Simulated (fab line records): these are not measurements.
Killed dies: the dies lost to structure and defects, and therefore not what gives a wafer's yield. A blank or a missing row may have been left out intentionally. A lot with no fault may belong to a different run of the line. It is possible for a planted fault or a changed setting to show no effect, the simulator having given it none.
Chamber matching -- flow n5 finfet -- N5_BEOL_M14_DEP_53 on pecvd-01 has 3 sister chambers
The step deposits SiCN from 3MS/NH3, target thk 50 nm, time 17.8 s. 6 wafers are shown with their chamber, then 9 later ones without.

## WAFERS, EACH WITH ITS CHAMBER
wafer,chamber,throttle valve pct (%),showerhead plenum p Torr (Torr)
L082.2,0,19.3,4.209
L082.3,2,16.7,4.196
L082.4,2,17.2,4.184
L087.1,0,19.4,4.208
L087.2,1,19.4,4.138
L087.3,1,19.2,4.136

## WAFERS WHOSE CHAMBER IS MISSING
wafer,throttle valve pct (%),showerhead plenum p Torr (Torr)
L088.2,16.8,4.182
L088.3,19.4,4.209
L088.6,19.0,4.127
L093.1,19.2,4.211
L093.3,19.3,4.138
L093.4,19.2,4.210
L094.1,17.1,4.187
L094.4,17.2,4.191
L094.5,19.2,4.142

## THE CHAMBER EACH PASSED THROUGH
wafer,from the rows above,in truth
L088.2,2,2
L088.3,0,0
L088.6,1,1
L093.1,0,0
L093.3,1,1
L093.4,0,0
L094.1,2,2
L094.4,2,2
L094.5,1,1
Placed correctly: 9 of 9. Left unplaced by these rows: 0. Placed wrongly: 0.
How it was worked out, from the rows above alone: a wafer's distance from a chamber is the root of the sum, over the readings, of the square of ((its reading less the chamber's mean) divided by the reading's scatter). If the next closest chamber is less than 2 further off than the closest, the wafer can't be placed; otherwise it belongs to the closest. The mean given for a chamber averages the wafers shown for that chamber. The scatter: the root of (the sum of the squares of (reading less its chamber's mean) over the shown wafers, divided by (wafers less chambers)).
